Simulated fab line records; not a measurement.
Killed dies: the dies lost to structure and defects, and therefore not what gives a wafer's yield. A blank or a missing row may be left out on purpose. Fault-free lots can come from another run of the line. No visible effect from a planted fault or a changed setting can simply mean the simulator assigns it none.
Matching of chambers :: flow nand-harc :: NHARC_A_M0_PRE_CLEAN_31 on pecvd-01 has 3 sister chambers
The step time 12 s. 6 wafers are shown with their chamber, then 12 later ones without.

WAFERS WITH THEIR CHAMBER
wafer: L085.4
chamber: 2
heater-power-w (W): 597

wafer: L088.4
chamber: 0
heater-power-w (W): 685

wafer: L088.5
chamber: 1
heater-power-w (W): 603

wafer: L089.4
chamber: 2
heater-power-w (W): 532

wafer: L089.5
chamber: 0
heater-power-w (W): 758

wafer: L089.6
chamber: 1
heater-power-w (W): 624

WAFERS WHOSE CHAMBER IS MISSING
wafer: L094.1
heater-power-w (W): 605

wafer: L094.2
heater-power-w (W): 786

wafer: L094.3
heater-power-w (W): 567

wafer: L094.4
heater-power-w (W): 603

wafer: L094.5
heater-power-w (W): 761

wafer: L094.6
heater-power-w (W): 580

wafer: L095.1
heater-power-w (W): 562

wafer: L095.3
heater-power-w (W): 776

wafer: L095.5
heater-power-w (W): 788

wafer: L096.3
heater-power-w (W): 524

wafer: L096.5
heater-power-w (W): 581

wafer: L096.6
heater-power-w (W): 514

WHICH CHAMBER EACH ONE RAN IN
wafer: L094.1
from the rows above: can't be placed: 1 or 2
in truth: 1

wafer: L094.2
from the rows above: 0
in truth: 0

wafer: L094.3
from the rows above: can't be placed: 2 or 1
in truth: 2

wafer: L094.4
from the rows above: can't be placed: 1 or 2
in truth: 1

wafer: L094.5
from the rows above: 0
in truth: 0

wafer: L094.6
from the rows above: can't be placed: 2 or 1
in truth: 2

wafer: L095.1
from the rows above: can't be placed: 2 or 1
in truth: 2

wafer: L095.3
from the rows above: 0
in truth: 0

wafer: L095.5
from the rows above: 0
in truth: 0

wafer: L096.3
from the rows above: can't be placed: 2 or 1
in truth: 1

wafer: L096.5
from the rows above: can't be placed: 2 or 1
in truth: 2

wafer: L096.6
from the rows above: can't be placed: 2 or 1
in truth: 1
Correct placement for 4 of the 12. Unplaceable from these rows: 8, with the true chamber sitting among the candidates in 8. 0 placed wrongly.
How it was worked out, from the rows above alone: a wafer's distance from a chamber is the root of the sum, over the readings, of the square of ((its reading less the chamber's mean) divided by the reading's scatter). If the next closest chamber is less than 2 further off than the closest, the wafer can't be placed; otherwise it belongs to the closest. A chamber's mean is the mean of its shown wafers. How the scatter is found: for the shown wafers, subtract from each reading the mean of its chamber, square and add these, divide the total by (wafers less chambers), then take the root.
